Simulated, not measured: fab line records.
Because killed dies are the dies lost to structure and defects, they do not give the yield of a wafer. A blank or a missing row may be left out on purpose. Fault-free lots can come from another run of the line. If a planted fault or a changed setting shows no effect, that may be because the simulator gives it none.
Split-lot trial	flow n5-finfet	7 lots, 21 wafers read, on a route of 1938 steps

## THE SPLIT ITSELF
At N5_SD_EPI_N_COAT_03 (resist thk 150 nm), the setting spin-rpm was moved away from the recipe's 1500 rpm on 9 of the 21 wafers read, by -10.5% to +10.5%. For the rest of the wafers, this setting stayed at what the recipe calls for.

## FROM THE SPLIT TO THE READING: what the file shows between them, 3 steps
- N5_SD_EPI_N_EBR_05
- N5_SD_EPI_N_SOFTBAKE_04: time 60 s
- N5_SD_EPI_N_DESCUM_14: chemistry O2, time 7.9 s

## THE READING
CAR-ArF-block_of_SD_EPI_N_COAT_03.thk-nm (the simulator's own value, which no gauge read), in nm, at N5_SD_EPI_N_ETCH_34 (etches SiARC in CF4, target depth 45.5 nm, time 75.8 s). The file gives no usual value for it. Here, 12 wafers ran the recipe; their average is 110.9 nm with a standard deviation of 0.38 nm.

wafer	tool, chamber at the split	spin-rpm as run, rpm	against the recipe	CAR-ArF-block_of_SD_EPI_N_COAT_03.thk-nm, nm	against lot-mates on the recipe
L076.3	litho-track-03, 0	1500	recipe	111	-
L076.4	litho-track-03, 0	1500	recipe	110.6	-
L076.6	litho-track-03, 0	1500	recipe	110.8	-
L077.3	litho-track-04, 0	1500	recipe	110.6	-
L077.5	litho-track-04, 0	1552	+3.5%	107.8	-2.8
L077.6	litho-track-04, 0	1552	+3.5%	108	-2.6
L078.4	litho-track-01, 0	1455	-3.0%	112.4	+1.8
L078.5	litho-track-01, 0	1455	-3.0%	113	+2.4
L078.6	litho-track-01, 0	1500	recipe	110.6	-
L082.2	litho-track-01, 0	1500	recipe	110.8	-
L082.4	litho-track-01, 0	1657	+10.5%	103.4	-7.4
L082.6	litho-track-01, 0	1657	+10.5%	103.6	-7.2
L083.3	litho-track-01, 0	1500	recipe	111	-
L083.5	litho-track-01, 0	1500	recipe	110.8	-
L083.6	litho-track-01, 0	1414	-5.7%	115.8	+4.9
L090.3	litho-track-04, 0	1500	recipe	111.2	-
L090.4	litho-track-04, 0	1500	recipe	111.6	-
L090.6	litho-track-04, 0	1500	recipe	111.8	-
L094.2	litho-track-03, 0	1500	recipe	110.6	-
L094.3	litho-track-03, 0	1343	-10.5%	119.4	+8.8
L094.4	litho-track-03, 0	1343	-10.5%	119.4	+8.8

THE FIT
A straight line over all 21 wafers: CAR-ArF-block_of_SD_EPI_N_COAT_03.thk-nm changes by -0.764 nm for each +1% of spin-rpm; r = -0.99; the points scatter about the line by 0.47 nm.
The same after taking each lot's own level away (the mean of its wafers on the recipe; 21 wafers): -0.771 nm for each +1%; r = -1.00; scatter 0.37 nm.
According to that fit, moving spin-rpm by its largest amount changes the reading by 8.1 nm.
The span of the lots' own levels, 110.60 to 111.53 nm, comes to 2.4 times the standard deviation stated above.
Consequently the slope shifts little with the lot-to-lot level, the two slopes agreeing.
Check: for one of the wafers moved furthest among these (+10.5%), held out of the fit, the line's prediction against its lot-mates is -8.13 nm. It came out at -7.4 nm against them.

## THE OTHER SPLITS THESE WAFERS WENT THROUGH
Before the reading, these wafers also passed through other splits. Each is held against what the fit with the lots' levels taken away leaves over:
other split on the same wafers	wafers away from the commonest value	r with CAR-ArF-block_of_SD_EPI_N_COAT_03.thk-nm (lot level and that fit taken away)
N5_WELL_APT_COAT_02 spin-rpm	5	+0.23
N5_FIN_SAQP_PEB_14 peb-time-s	6	+0.42
N5_FIN_SAQP_DEVELOP_15 develop-time-s	8	+0.21
N5_FIN_SAQP_SPACER1_ALD_24 ald-cycles	9	-0.30
N5_DUMMY_GATE_COAT_34 spin-rpm	6	+0.57
N5_DUMMY_GATE_EXPOSE_12 dose-mj	8	+0.28

## THE WHOLE CHAIN: every reading that the file lists as answering this split, in the file's order
step	what it does	reading	change (the file's fit)	r (the file's)
N5_SD_EPI_N_COAT_03	resist thk 150 nm	CAR-ArF-block_of_SD_EPI_N_COAT_03.thk-nm (the simulator's own value, which no gauge read)	-0.772 nm for each +1% of the setting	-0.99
N5_SD_EPI_N_ETCH_34	etches SiARC in CF4, target depth 45.5 nm, time 75.8 s	CAR-ArF-block_of_SD_EPI_N_COAT_03.thk-nm (the simulator's own value, which no gauge read)	-0.778 nm for each +1% of the setting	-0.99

## FILE'S OWN FIT
CAR-ArF-block_of_SD_EPI_N_COAT_03.thk-nm changes by -0.778 nm for each +1% of spin-rpm, r = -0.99.
